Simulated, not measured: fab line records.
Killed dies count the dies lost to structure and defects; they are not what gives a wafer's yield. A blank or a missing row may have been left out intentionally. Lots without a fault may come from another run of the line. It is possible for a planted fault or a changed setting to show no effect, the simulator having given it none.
Which tool did it? :: flow n5-finfet :: at 1 step of a route of 1938, 19 lots with 57 wafers sampled

== WHAT THE GAUGES READ, wafer by wafer ==
N5_BEOL_M13_OVL_MEAS_29.
lot: L074
measured: day 11 11:04
on: overlay-02
M13_OVL (nm): 1 5 -5

lot: L078
measured: day 12 07:49
on: overlay-02
M13_OVL (nm): 4 -9 1

lot: L080
measured: day 13 01:12
on: overlay-01
M13_OVL (nm): 2 2 7

lot: L079
measured: day 13 02:25
on: overlay-01
M13_OVL (nm): 2 -3 -6

lot: L081
measured: day 13 02:27
on: overlay-01
M13_OVL (nm): 3 1 1

lot: L083
measured: day 13 19:23
on: overlay-01
M13_OVL (nm): -2 -4 -4

lot: L086
measured: day 14 01:51
on: overlay-01
M13_OVL (nm): -13 2 -11

lot: L084
measured: day 14 02:01
on: overlay-01
M13_OVL (nm): -8 -1 -8

lot: L085
measured: day 14 12:32
on: overlay-01
M13_OVL (nm): -8 2 -4

lot: L089
measured: day 15 09:31
on: overlay-02
M13_OVL (nm): -4 -1 -1

lot: L088
measured: day 15 09:47
on: overlay-01
M13_OVL (nm): -2 -5 -10

lot: L087
measured: day 15 15:53
on: overlay-02
M13_OVL (nm): 1 4 -2

lot: L090
measured: day 15 16:04
on: overlay-02
M13_OVL (nm): -9 -10 -8

lot: L091
measured: day 16 04:33
on: overlay-01
M13_OVL (nm): -3 -5 -4

lot: L093
measured: day 16 17:45
on: overlay-02
M13_OVL (nm): 1 -2 -2

lot: L092
measured: day 16 21:36
on: overlay-01
M13_OVL (nm): 9 9 4

lot: L095
measured: day 17 12:37
on: overlay-02
M13_OVL (nm): -10 2 -8

lot: L097
measured: day 17 18:02
on: overlay-02
M13_OVL (nm): -4 -3 -6

lot: L096
measured: day 17 18:23
on: overlay-01
M13_OVL (nm): -8 -5 -10

== WHAT TOOL EACH LOT RAN ON (gives the tool, then ch and the chambers of the sampled wafers, and finally the start) ==
There is no process step in the record ahead of these readings.

== WHAT THE TOOLS THEMSELVES READ (means of the sampled wafers that have a number; where no wafer has one, the mark that the record gives instead) ==
The record holds no such reading with a usual standard deviation.

== THE ANSWER, worked out from the rows above alone ==
Rule: the lots themselves supply what counts as usual. The widest of any qualifying gaps counts: lots, ordered by their means at a reading, are off when they make up no more than a third of the lots, leave a main group of 4 or more, and stand apart from it by 3 or more times the standard deviation of that group's means. The tables above print the reading to a certain number of digits; a main group whose means all agree to those digits is not used. A lot without any number at a reading at which 4 lots or more have one is off too. Any other lot the step has rows for is counted as sound. First the gauges in route order, then the tools' own readings, where a lot's mean is used as printed above. At the first step where some lot is off, the reading lying furthest off is the one used; lots without a number count as furthest.
Across all readings shown, no lot is off: no conclusion can be drawn from this.

== WHAT THE SIMULATOR HAD INSERTED ==
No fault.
